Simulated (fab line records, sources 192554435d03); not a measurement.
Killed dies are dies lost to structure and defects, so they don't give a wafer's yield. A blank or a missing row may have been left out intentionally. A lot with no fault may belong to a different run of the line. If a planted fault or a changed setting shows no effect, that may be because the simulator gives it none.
Which tool was responsible? + flow n5 finfet + Sampling: 9 lots, 27 wafers, 6 of 1938 route steps

## WHAT THE GAUGES READ, wafer by wafer
N5_MOL_CONTACT_COAG_CD_MEAS_40: the cd target is 25.1 nm. Usual: cd nm at 25.14 nm, with a standard deviation of 0.23.
| lot  | measured     | on        | cd nm (nm)        | flag |
|------|--------------|-----------|-------------------|------|
| L381 | day 5 08:44  | cd sem-02 | 25.01 24.86 24.93 |      |
| L383 | day 5 15:04  | cd sem-01 | 25.19 24.99 25.16 |      |
| L386 | day 6 11:08  | cd sem-01 | 25.14 24.93 25.51 |      |
| L387 | day 6 16:50  | cd sem-01 | 25.37 24.83 25.05 |      |
| L389 | day 7 08:13  | cd sem-03 | 24.97 25.49 25.16 |      |
| L395 | day 8 17:18  | cd sem-02 | 24.81 25.12 25.11 |      |
| L401 | day 10 06:31 | cd sem-03 | 25.28 25.34 25.36 |      |
| L403 | day 10 22:13 | cd sem-03 | 24.56 25.27 24.97 |      |
| L404 | day 11 00:08 | cd sem-02 | 25.51 24.92 24.78 |      |

N5_MOL_CONTACT_COAG_CD_MEAS_101: the cd target is 16 nm. Usual: cd nm at 16.1 nm, with a standard deviation of 0.3.
| lot  | measured     | on        | cd nm (nm)     | flag |
|------|--------------|-----------|----------------|------|
| L381 | day 5 10:10  | cd sem-01 | 16.2 16.2 16.7 |      |
| L383 | day 5 16:04  | cd sem-02 | 15.7 15.9 16.3 |      |
| L386 | day 6 13:13  | cd sem-02 | 16.0 16.0 16.1 |      |
| L387 | day 6 17:49  | cd sem-01 | 15.8 16.4 16.1 |      |
| L389 | day 7 09:10  | cd sem-03 | 16.2 16.0 15.8 |      |
| L395 | day 8 18:16  | cd sem-01 | 16.0 17.2 15.9 |      |
| L401 | day 10 07:53 | cd sem-03 | 15.6 16.2 16.1 |      |
| L403 | day 10 23:30 | cd sem-03 | 15.1 16.1 15.9 |      |
| L404 | day 11 01:31 | cd sem-01 | 16.1 15.7 16.3 |      |

N5_BEOL_M4_RC_MEAS_101. Usual: DIBL_N 36.5 mV/V, standard deviation 1.4; DIBL_P 36.5 mV/V, standard deviation 1.6; IOFF_N 0.163 nA/um, standard deviation 0.022; IOFF_P 0.219 nA/um, standard deviation 0.029; ION_N 675 uA/um, standard deviation 8.3; ION_P 464 uA/um, standard deviation 6.2; SS_N 71.5 mV/dec, standard deviation 0.52; SS_P 73.4 mV/dec, standard deviation 0.57; VT_N 249.7 mV, standard deviation 2.6; VT_P -250 mV, standard deviation 3.
| lot  | measured     | on        | DIBL_N (mV/V)  | DIBL_P (mV/V)  | IOFF_N (nA/um)    | IOFF_P (nA/um)    | ION_N (uA/um) | ION_P (uA/um) | SS_N (mV/dec)  | SS_P (mV/dec)  | VT_N (mV)         | VT_P (mV)      | flag |
|------|--------------|-----------|----------------|----------------|-------------------|-------------------|---------------|---------------|----------------|----------------|-------------------|----------------|------|
| L381 | day 7 20:59  | prober-02 | 35.8 38.3 36.7 | 35.3 37.5 37.0 | 0.140 0.177 0.152 | 0.185 0.224 0.201 | 661 671 670   | 459 462 465   | 71.2 72.1 71.2 | 72.5 73.1 72.9 | 250.8 248.6 249.0 | -250 -247 -249 |      |
| L383 | day 8 15:29  | prober-01 | 37.4 34.2 36.5 | 38.1 34.8 38.0 | 0.189 0.134 0.174 | 0.216 0.174 0.213 | 673 666 676   | 455 453 461   | 72.7 71.4 72.3 | 73.7 73.3 73.4 | 247.7 251.4 250.6 | -251 -255 -251 |      |
| L386 | day 9 09:45  | prober-02 | 35.2 37.9 36.1 | 34.1 36.5 35.4 | 0.142 0.191 0.153 | 0.178 0.215 0.193 | 667 691 671   | 462 463 459   | 71.2 72.1 71.2 | 73.3 73.6 73.2 | 253.4 248.8 251.1 | -255 -253 -253 |      |
| L387 | day 9 16:14  | prober-02 | 33.4 35.9 33.5 | 33.0 36.4 33.4 | 0.120 0.169 0.123 | 0.162 0.212 0.164 | 675 688 666   | 459 473 457   | 71.2 72.3 71.3 | 72.3 73.6 72.5 | 252.0 247.8 251.7 | -251 -249 -254 |      |
| L389 | day 9 22:42  | prober-01 | 33.8 36.2 35.3 | 32.7 35.5 34.8 | 0.120 0.155 0.140 | 0.196 0.244 0.230 | 666 671 676   | 468 464 472   | 71.6 71.3 71.5 | 72.4 73.1 72.8 | 251.9 249.2 250.8 | -247 -247 -248 |      |
| L395 | day 11 18:43 | prober-02 | 34.4 35.7 35.8 | 35.2 37.0 36.9 | 0.136 0.159 0.158 | 0.204 0.217 0.223 | 666 682 670   | 464 461 466   | 71.6 71.2 71.7 | 73.7 73.5 73.5 | 253.6 253.2 249.6 | -250 -250 -249 |      |
| L401 | day 13 02:41 | prober-02 | 38.5 38.7 38.1 | 38.0 37.9 37.6 | 0.175 0.184 0.174 | 0.240 0.244 0.248 | 681 666 685   | 464 460 471   | 71.3 71.4 71.4 | 74.3 74.3 74.0 | 250.5 248.6 247.6 | -247 -248 -247 |      |
| L403 | day 13 22:22 | prober-02 | 35.7 33.3 35.0 | 37.9 34.6 36.6 | 0.170 0.127 0.151 | 0.230 0.184 0.217 | 681 675 675   | 472 467 465   | 72.5 71.0 71.1 | 73.4 72.6 73.3 | 250.1 252.1 250.0 | -248 -251 -249 |      |
| L404 | day 14 04:43 | prober-02 | 36.6 37.2 34.9 | 35.7 36.7 33.8 | 0.149 0.164 0.132 | 0.218 0.243 0.196 | 661 665 667   | 460 458 467   | 71.8 72.8 71.7 | 73.4 73.9 72.7 | 251.6 250.0 254.0 | -250 -248 -251 |      |

## EACH LOT AND THE TOOL THAT RAN IT (in order: tool; ch and the chambers of the sampled wafers; start)
| lot  | N5_MOL_CONTACT_COAG_ALD_133       | N5_MOL_CONTACT_COAG_ETCH_67        | N5_MOL_CONTACT_COAG_CMP_52    |
|------|-----------------------------------|------------------------------------|-------------------------------|
| L381 | ald sin-01 ch 0,1,3, day 5 09:23  | rie diel-05 ch 0,2, day 5 09:41    | cmp-02 ch 0,1,3, day 5 10:39  |
| L383 | ald sin-03 ch 0,1, day 5 15:19    | rie diel-05 ch 1,2,3, day 5 15:35  | cmp-01 ch 0,2,3, day 5 16:31  |
| L386 | ald sin-02 ch 1,2, day 6 12:08    | rie diel-02 ch 0,3, day 6 12:25    | cmp-02 ch 0,1,2, day 6 13:40  |
| L387 | ald sin-01 ch 0,1,3, day 6 17:05  | rie diel-02 ch 1,2,3, day 6 17:19  | cmp-02 ch 0,1, day 6 18:16    |
| L389 | ald sin-03 ch 0,2, day 7 08:28    | rie diel-01 ch 0,1,3, day 7 08:41  | cmp-03 ch 0,2,3, day 7 09:41  |
| L395 | ald sin-02 ch 0,1,3, day 8 17:35  | rie diel-02 ch 0,1,2, day 8 17:47  | cmp-01 ch 1,3, day 8 18:43    |
| L401 | ald sin-01 ch 0,1,2, day 10 07:12 | rie diel-05 ch 2,3, day 10 07:25   | cmp-01 ch 1,2, day 10 08:20   |
| L403 | ald sin-03 ch 0,2,3, day 10 22:49 | rie diel-05 ch 1,2,3, day 10 23:02 | cmp-02 ch 0,1,3, day 10 23:57 |
| L404 | ald sin-02 ch 1,2, day 11 00:42   | rie diel-05 ch 1,2,3, day 11 01:02 | cmp-03 ch 1,2,3, day 11 01:58 |
- N5_MOL_CONTACT_COAG_ALD_133: deposits SiO2, target thk 5 nm, pulse time 1 s, co reactant pulse time 1 s.
- N5_MOL_CONTACT_COAG_ETCH_67: etches SOC in N2/H2, target depth 60 nm, overetch 21 nm, time 101.2 s.
- N5_MOL_CONTACT_COAG_CMP_52: polishes, stops on SiO2, t overpolish 1.5 s, target thk 66.5 nm.

## AS READ BY THE TOOLS THEMSELVES (means over the sampled wafers that have a number; for cases with no such wafer, the mark the record gives instead)
N5_MOL_CONTACT_COAG_ALD_133. Usual: heater power w 77 W, standard deviation 6.5; precursor pulse height rel 0.997, standard deviation 0.022.
| lot  | tool       | heater power w (W) | precursor pulse height rel | flag |
|------|------------|--------------------|----------------------------|------|
| L381 | ald sin-01 | 78                 | 0.980                      |      |
| L383 | ald sin-03 | 78                 | 0.956                      |      |
| L386 | ald sin-02 | 67                 | 0.987                      |      |
| L387 | ald sin-01 | 78                 | 1.014                      |      |
| L389 | ald sin-03 | 82                 | 1.006                      |      |
| L395 | ald sin-02 | 73                 | 1.014                      |      |
| L401 | ald sin-01 | 79                 | 0.996                      |      |
| L403 | ald sin-03 | 82                 | 0.984                      |      |
| L404 | ald sin-02 | 67                 | 1.005                      |      |

N5_MOL_CONTACT_COAG_ETCH_67. Usual: drypump motor current A 5.7 A, standard deviation 0.5; oes product au 0.64 a.u., standard deviation 0.068; rf vpp V 522.7 V, standard deviation 1.3; showerhead plenum p Torr 2.50 Torr, standard deviation 0.035; throttle valve pct 17.84 %, standard deviation 0.28.
| lot  | tool        | drypump motor current A (A) | oes product au (a.u.) | rf vpp V (V) | showerhead plenum p Torr (Torr) | throttle valve pct (%) | flag |
|------|-------------|-----------------------------|-----------------------|--------------|---------------------------------|------------------------|------|
| L381 | rie diel-05 | 5.2                         | 0.61                  | 521.3        | 2.47                            | 17.87                  |      |
| L383 | rie diel-05 | 5.6                         | 0.61                  | 522.4        | 2.49                            | 17.95                  |      |
| L386 | rie diel-02 | 5.8                         | 0.66                  | 523.1        | 2.50                            | 17.72                  |      |
| L387 | rie diel-02 | 6.1                         | 0.63                  | 524.1        | 2.56                            | 17.86                  |      |
| L389 | rie diel-01 | 5.7                         | 0.65                  | 522.6        | 2.51                            | 17.80                  |      |
| L395 | rie diel-02 | 5.9                         | 0.62                  | 522.6        | 2.51                            | 17.91                  |      |
| L401 | rie diel-05 | 5.4                         | 0.59                  | 521.4        | 2.45                            | 18.06                  |      |
| L403 | rie diel-05 | 5.6                         | 0.64                  | 522.3        | 2.47                            | 17.88                  |      |
| L404 | rie diel-05 | 5.6                         | 0.64                  | 522.1        | 2.47                            | 17.88                  |      |

N5_MOL_CONTACT_COAG_CMP_52. Usual: motor current A at 12.0 A, with a standard deviation of 1.6.
| lot  | tool   | motor current A (A) | flag |
|------|--------|---------------------|------|
| L381 | cmp-02 | 11.0                |      |
| L383 | cmp-01 | 11.3                |      |
| L386 | cmp-02 | 11.0                |      |
| L387 | cmp-02 | 10.8                |      |
| L389 | cmp-03 | 14.1                |      |
| L395 | cmp-01 | 10.4                |      |
| L401 | cmp-01 | 10.6                |      |
| L403 | cmp-02 | 11.2                |      |
| L404 | cmp-03 | 13.2                |      |

## THE ANSWER, worked out from the rows above alone
Rule: a lot is off if the mean of its wafers that have a number lies more than 3 standard deviations from the usual mean. A lot without any number at a reading at which 4 lots or more have one is off too. All remaining lots with rows at the step are treated as sound. After the gauges, taken in route order, come the tools' own readings; for these a lot's mean is taken, as printed above. The first step at which some lot is off is used, and at that step the reading that is off furthest; a lot without a number counts as furthest.
No lot is off at any reading shown: from this, nothing can be told.

## WHAT WAS PUT IN BY THE SIMULATOR
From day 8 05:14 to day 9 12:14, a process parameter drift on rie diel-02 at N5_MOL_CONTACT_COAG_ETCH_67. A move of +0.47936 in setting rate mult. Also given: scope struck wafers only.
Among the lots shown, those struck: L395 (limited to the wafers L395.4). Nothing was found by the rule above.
